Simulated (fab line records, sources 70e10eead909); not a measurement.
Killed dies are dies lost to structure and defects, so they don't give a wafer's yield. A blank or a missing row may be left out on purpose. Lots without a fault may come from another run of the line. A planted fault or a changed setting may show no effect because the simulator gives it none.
A sampling plan put to the test | flow nand_harc | one fab line, 22 faults that these records tell of, each judged on the records of the lots that it struck; 1 more is left out, because the records don't allow judging it
The plan is the line's own looks: the steps of the route at which a gauge or an inspection reads the wafer and doesn't change it. A look can be judged if struck wafers have a number there and the file gives its usual mean and standard deviation on fault-free wafers. Caught: at a look after the fault's first step, the mean of the struck wafers lies 4 or more of those standard deviations (sigma) from the usual mean. On the tool: the same test on the tool's own readings at the fault's steps. Another recipe on the struck wafers, or a record that is blank for them alone, also counts as caught.

THE FAULTS, as the simulator had put them in
1. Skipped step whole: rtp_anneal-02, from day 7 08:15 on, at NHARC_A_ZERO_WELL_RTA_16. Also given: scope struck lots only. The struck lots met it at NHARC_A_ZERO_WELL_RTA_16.
2. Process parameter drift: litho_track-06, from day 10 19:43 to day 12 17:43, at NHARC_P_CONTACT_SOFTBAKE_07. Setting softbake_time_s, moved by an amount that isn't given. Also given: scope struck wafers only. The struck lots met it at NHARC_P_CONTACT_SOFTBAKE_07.
3. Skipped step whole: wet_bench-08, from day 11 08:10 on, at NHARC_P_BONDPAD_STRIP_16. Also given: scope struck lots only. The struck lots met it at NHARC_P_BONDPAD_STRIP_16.
4. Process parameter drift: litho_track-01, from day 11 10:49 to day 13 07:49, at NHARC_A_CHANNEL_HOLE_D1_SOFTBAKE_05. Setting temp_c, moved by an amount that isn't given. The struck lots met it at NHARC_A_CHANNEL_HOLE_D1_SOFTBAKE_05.
5. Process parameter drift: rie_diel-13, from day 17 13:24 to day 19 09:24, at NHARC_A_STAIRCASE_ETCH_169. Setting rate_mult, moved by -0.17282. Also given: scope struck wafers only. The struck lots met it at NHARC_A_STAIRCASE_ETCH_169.
6. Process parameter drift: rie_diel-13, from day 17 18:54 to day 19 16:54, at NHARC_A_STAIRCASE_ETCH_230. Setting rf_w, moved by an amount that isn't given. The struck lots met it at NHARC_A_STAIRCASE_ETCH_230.
7. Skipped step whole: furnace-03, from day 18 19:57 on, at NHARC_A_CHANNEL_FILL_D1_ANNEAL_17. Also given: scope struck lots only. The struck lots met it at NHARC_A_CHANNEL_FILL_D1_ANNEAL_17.
8. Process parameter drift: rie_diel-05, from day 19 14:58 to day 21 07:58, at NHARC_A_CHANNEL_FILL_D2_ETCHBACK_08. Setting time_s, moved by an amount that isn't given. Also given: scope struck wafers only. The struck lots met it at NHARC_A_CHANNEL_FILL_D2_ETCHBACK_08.
9. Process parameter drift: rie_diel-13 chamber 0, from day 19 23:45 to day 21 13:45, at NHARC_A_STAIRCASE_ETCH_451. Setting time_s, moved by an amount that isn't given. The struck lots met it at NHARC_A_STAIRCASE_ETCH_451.
10. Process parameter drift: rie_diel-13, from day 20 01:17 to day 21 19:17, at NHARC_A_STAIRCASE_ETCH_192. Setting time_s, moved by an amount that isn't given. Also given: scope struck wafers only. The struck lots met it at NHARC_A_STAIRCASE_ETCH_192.
11. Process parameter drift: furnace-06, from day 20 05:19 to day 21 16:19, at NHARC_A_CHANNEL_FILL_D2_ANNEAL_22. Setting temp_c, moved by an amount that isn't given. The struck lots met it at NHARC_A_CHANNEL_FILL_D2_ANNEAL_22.
12. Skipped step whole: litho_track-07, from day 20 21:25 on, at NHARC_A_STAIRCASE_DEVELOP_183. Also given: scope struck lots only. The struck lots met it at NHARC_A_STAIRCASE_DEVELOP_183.
13. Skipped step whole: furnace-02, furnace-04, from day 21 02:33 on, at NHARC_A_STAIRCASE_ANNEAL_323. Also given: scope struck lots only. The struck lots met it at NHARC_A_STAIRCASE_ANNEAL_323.
14. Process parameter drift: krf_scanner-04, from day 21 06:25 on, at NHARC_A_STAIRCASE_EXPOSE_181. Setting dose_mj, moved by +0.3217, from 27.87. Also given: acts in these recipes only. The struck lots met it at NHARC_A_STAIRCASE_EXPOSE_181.
15. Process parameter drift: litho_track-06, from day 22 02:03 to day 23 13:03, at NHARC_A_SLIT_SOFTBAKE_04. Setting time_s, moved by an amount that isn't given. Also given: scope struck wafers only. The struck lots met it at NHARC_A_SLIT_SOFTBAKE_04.
16. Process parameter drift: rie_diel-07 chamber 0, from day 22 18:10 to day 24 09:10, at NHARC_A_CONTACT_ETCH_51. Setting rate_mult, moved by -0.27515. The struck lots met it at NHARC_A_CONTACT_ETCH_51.
17. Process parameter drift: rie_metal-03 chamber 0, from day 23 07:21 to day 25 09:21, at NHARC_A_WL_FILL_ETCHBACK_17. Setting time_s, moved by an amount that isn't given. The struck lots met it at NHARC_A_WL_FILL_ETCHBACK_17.
18. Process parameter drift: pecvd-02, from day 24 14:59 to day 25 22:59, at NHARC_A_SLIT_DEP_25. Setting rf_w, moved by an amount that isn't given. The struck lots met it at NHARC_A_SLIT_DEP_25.
19. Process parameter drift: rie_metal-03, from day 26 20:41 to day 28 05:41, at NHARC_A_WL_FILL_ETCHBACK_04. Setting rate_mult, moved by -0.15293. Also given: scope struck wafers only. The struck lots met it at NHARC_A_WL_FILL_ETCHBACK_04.
20. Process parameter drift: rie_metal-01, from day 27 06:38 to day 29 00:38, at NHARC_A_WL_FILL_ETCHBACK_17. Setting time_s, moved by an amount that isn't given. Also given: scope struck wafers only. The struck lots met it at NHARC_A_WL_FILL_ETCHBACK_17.
21. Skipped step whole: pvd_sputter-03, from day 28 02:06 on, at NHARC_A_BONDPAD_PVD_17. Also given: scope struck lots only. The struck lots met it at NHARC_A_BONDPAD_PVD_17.
22. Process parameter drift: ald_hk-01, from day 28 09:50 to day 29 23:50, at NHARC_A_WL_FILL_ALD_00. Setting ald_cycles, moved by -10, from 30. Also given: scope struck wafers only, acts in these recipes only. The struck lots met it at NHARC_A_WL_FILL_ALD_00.

WHAT THE PLAN SAW
fault | on the tool itself                               | first look that catches it                      | reading, sigma      | median hours from its first step to that look | hours from the fault's start to the first struck lot there | judged looks passed uncaught
1     | the tool's record is blank for the struck wafers | not the one look that can be judged after it    | -                   | -                                             | -                                                          | 1
2     | heater_power_total_W +99 or beyond sigma         | not the one look that can be judged after it    | -                   | -                                             | -                                                          | 1
3     | the tool's record is blank for the struck wafers | not the one look that can be judged after it    | -                   | -                                             | -                                                          | 1
4     | heater_power_total_W -85 sigma                   | none of the 3 looks that can be judged after it | -                   | -                                             | -                                                          | 3
5     | oes_product_au -6.1 sigma                        | no look after it can be judged                  | -                   | -                                             | -                                                          | 0
6     | rf_fwd_power_W +32 sigma                         | no look after it can be judged                  | -                   | -                                             | -                                                          | 0
7     | the tool's record is blank for the struck wafers | not the one look that can be judged after it    | -                   | -                                             | -                                                          | 1
8     | run_length_s +99 or beyond sigma                 | no look after it can be judged                  | -                   | -                                             | -                                                          | 0
9     | run_length_s -5.0 sigma                          | not the one look that can be judged after it    | -                   | -                                             | -                                                          | 1
10    | run_length_s +15 sigma                           | no look after it can be judged                  | -                   | -                                             | -                                                          | 0
11    | tube_center_temp_C -99 or beyond sigma           | not the one look that can be judged after it    | -                   | -                                             | -                                                          | 1
12    | the tool's record is blank for the struck wafers | no look after it can be judged                  | -                   | -                                             | -                                                          | 0
13    | the tool's record is blank for the struck wafers | no look after it can be judged                  | -                   | -                                             | -                                                          | 0
14    | exposure_dose_mJ_cm2 +13 sigma                   | no look after it can be judged                  | -                   | -                                             | -                                                          | 0
15    | heater_power_total_W +36 sigma                   | no look after it can be judged                  | -                   | -                                             | -                                                          | 0
16    | oes_product_au -12 sigma                         | NHARC_END_SORT_01                               | killed_at_array +30 | 67.2                                          | 89                                                         | 0
17    | run_length_s -32 sigma                           | no look after it can be judged                  | -                   | -                                             | -                                                          | 0
18    | rf_fwd_power_W +51 sigma                         | not the one look that can be judged after it    | -                   | -                                             | -                                                          | 1
19    | oes_product_au -11 sigma                         | not the one look that can be judged after it    | -                   | -                                             | -                                                          | 1
20    | run_length_s -4.2 sigma                          | no look after it can be judged                  | -                   | -                                             | -                                                          | 0
21    | the tool's record is blank for the struck wafers | no look after it can be judged                  | -                   | -                                             | -                                                          | 0
22    | under 2 sigma                                    | no look after it can be judged                  | -                   | -                                             | -                                                          | 0
A dash: the fault isn't caught, or these records don't give the number.

Caught at a look: 1 of 22. Caught on the tool: 21 of 22. By one or the other: 21 of 22.
Caught on the tool alone: faults 1, 2, 3, 4, 5, 6, 7, 8, 9, 10, 11, 12, 13, 14, 15, 17, 18, 19, 20, 21.
Caught by neither: fault 22.

THINNER SAMPLING
If the look that catches a fault measured only every second or every third lot, by lot number, the first struck lot would be measured this late in the worst case:
fault | struck lots at that look, in order of time | every lot | every second lot | every third lot
16    | L418                                       | 89 h      | may miss it      | may miss it
Hours are from the fault's start to the first struck lot that is measured. The limit of 4 sigma was tested on all struck wafers together, so one lot alone may lie under it. Other struck lots may not be in these records.

THE LONGEST TIMED WAY FROM STEP TO LOOK
Fault 16: a median of 67.2 hours passes between NHARC_A_CONTACT_ETCH_51 and NHARC_END_SORT_01. No look between them can be judged.
